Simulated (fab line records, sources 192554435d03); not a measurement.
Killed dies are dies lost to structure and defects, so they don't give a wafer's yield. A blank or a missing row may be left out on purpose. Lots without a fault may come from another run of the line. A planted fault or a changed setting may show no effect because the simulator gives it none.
Problem report in the 8D (eight disciplines) form, filled by code | flow n5_finfet | the parts of the form that need people (team, actions taken, sign-off) are left out

1. THE PROBLEM
V1_OVL at N5_BEOL_M2_OVL_MEAS_29 reads a mean of 8.2 nm on 9 wafers of 3 lots; wafers without a fault read -0.2 nm with a standard deviation of 0.57. That is +15 standard deviations from the usual mean.
First seen on wafer L192.1, day 10 11:23, on overlay-02. The record holds 27 wafers of 9 lots with a number at this step. Rule for "out", or "out of limits": more than 4 standard deviations from the usual mean. The other wafers with a number count as sound.

2. WHAT IT IS AND WHAT IT IS NOT
question                    | is                     | is not
which readings at this step | V1_OVL                 | -
which lots                  | L192, L193, L194       | L177, L186, L190, L196, L197, L198
which wafers of those lots  | all that have a number | -
read on which gauges        | overlay-01, overlay-02 | -
when                        | from day 10 11:23      | up to then (9 sound wafers); but 9 sound wafers of L196, L197, L198 came after

3. SUSPECTS, AND WHAT RULES EACH OUT
Counting: a tool at a process step up to the reading stays a suspect if it ran every lot that is out and no sound lot after the first of them.
- the gauge at N5_BEOL_M2_OVL_MEAS_29: ruled out. The wafers that are out were read on 2 gauges (overlay-01, overlay-02).
- euv_scanner-02 at N5_BEOL_M2_EXPOSE_25 (exposes mask V1, defocus 5 nm): kept. It ran every lot that is out, first L192 (day 10 11:12), and no sound lot after that; its last sound lot up to then is L190 (day 10 04:43).
Left after counting: euv_scanner-02 at N5_BEOL_M2_EXPOSE_25.

4. THE CAUSE (what the simulator had put in)
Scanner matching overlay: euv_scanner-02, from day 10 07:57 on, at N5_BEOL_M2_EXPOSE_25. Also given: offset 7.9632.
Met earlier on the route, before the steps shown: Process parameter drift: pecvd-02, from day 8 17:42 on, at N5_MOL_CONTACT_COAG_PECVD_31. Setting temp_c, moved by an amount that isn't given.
Counting left only this tool.

5. THE CHAIN OF EFFECTS, in route order
Each row: a reading whose mean over the struck wafers that have a number lies more than 3 standard deviations from the usual. Only readings for which the record gives a usual standard deviation are gone through. hours: the time from each lot's start at the first step in this table that gives one to its start at this step, as a median over the lots. sigmas: the change in usual standard deviations.
hours | step                   | reading | usual   | on struck wafers | change | sigmas
0     | N5_BEOL_M2_OVL_MEAS_29 | V1_OVL  | -0.2 nm | 8.2              | +8.4   | +15
Later measuring or inspecting steps at which every struck wafer that the step has a row for has a number for every such reading, and none has moved that far: N5_BEOL_M4_RC_MEAS_101.

6. WHAT WOULD HAVE CAUGHT IT SOONER
In this record the first reading out of limits at a measuring or inspecting step was taken at day 10 11:23, 3 hours after the fault began at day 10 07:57.
Of the lots that are out (3), L193, L194 began N5_BEOL_M2_EXPOSE_25 on euv_scanner-02 after day 10 11:23. A hold on the tool at that time would have spared those 2.
